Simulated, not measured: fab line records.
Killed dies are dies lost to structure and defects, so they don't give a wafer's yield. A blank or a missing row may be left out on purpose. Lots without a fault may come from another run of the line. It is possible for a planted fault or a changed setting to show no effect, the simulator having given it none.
Matching of chambers	flow nand-harc	rie-diel-09 running NHARC_P_BONDPAD_ETCH_24: 4 sister chambers
The step etches the open film in CF4/N2, target depth 30 nm, time 72.99 s. 18 wafers are shown with their chamber, then 9 later ones without.

## WAFERS, EACH WITH ITS CHAMBER
wafer	chamber	showerhead-plenum-p-Torr (Torr)	drypump-motor-current-A (A)	rf-vpp-V (V)
L165.1	0	2.50	6.4	311.3
L165.3	1	2.74	4.9	315.4
L165.5	1	2.74	4.9	316.3
L166.2	0	2.49	6.4	311.9
L166.4	2	2.49	5.4	312.3
L166.6	0	2.49	6.3	312.2
L168.2	2	2.49	5.4	312.7
L168.4	0	2.49	6.3	312.2
L168.5	0	2.49	6.4	310.7
L171.1	2	2.49	5.5	311.7
L171.3	3	2.54	5.9	311.9
L171.5	0	2.49	6.3	311.2
L170.1	2	2.49	5.4	312.1
L170.5	0	2.49	6.4	311.6
L170.6	1	2.74	4.9	317.0
L172.2	3	2.54	6.0	312.7
L172.4	1	2.74	4.9	316.1
L172.5	0	2.49	6.3	312.6

SIGNATURES (averages over the wafers above)
reading	chamber 0	chamber 1	chamber 2	chamber 3	scatter within a chamber
showerhead-plenum-p-Torr	2.4912	2.7400	2.4900	2.5400	0.0025
drypump-motor-current-A	6.350	4.900	5.425	5.950	0.0482
rf-vpp-V	311.712	316.200	312.200	312.300	0.592
Rule: distance of a wafer from a chamber = root of the sum over the readings of ((wafer's reading minus chamber's mean) / reading's scatter) squared. If the next closest chamber is less than 2 further off than the closest, the wafer can't be placed; otherwise it belongs to the closest. How the scatter is found: for the shown wafers, subtract from each reading the mean of its chamber, square and add these, divide the total by (wafers less chambers), then take the root.

## WAFERS WHOSE CHAMBER IS MISSING
wafer	showerhead-plenum-p-Torr (Torr)	drypump-motor-current-A (A)	rf-vpp-V (V)
L176.1	2.49	6.3	313.8
L176.2	2.48	5.4	311.8
L176.4	2.48	5.5	311.8
L185.2	2.49	6.4	311.8
L185.4	2.48	5.5	310.2
L185.6	2.54	6.0	311.7
L186.1	2.49	6.4	312.1
L186.2	2.48	5.4	310.9
L186.3	2.74	4.9	316.8

## WHICH CHAMBER EACH WENT THROUGH
wafer	from the rows above	in truth
L176.1	0	0
L176.2	2	2
L176.4	2	2
L185.2	0	0
L185.4	2	2
L185.6	3	3
L186.1	0	0
L186.2	2	2
L186.3	1	1
Correctly placed: 9 of 9. Left unplaced by these rows: 0. Placed wrongly: 0.
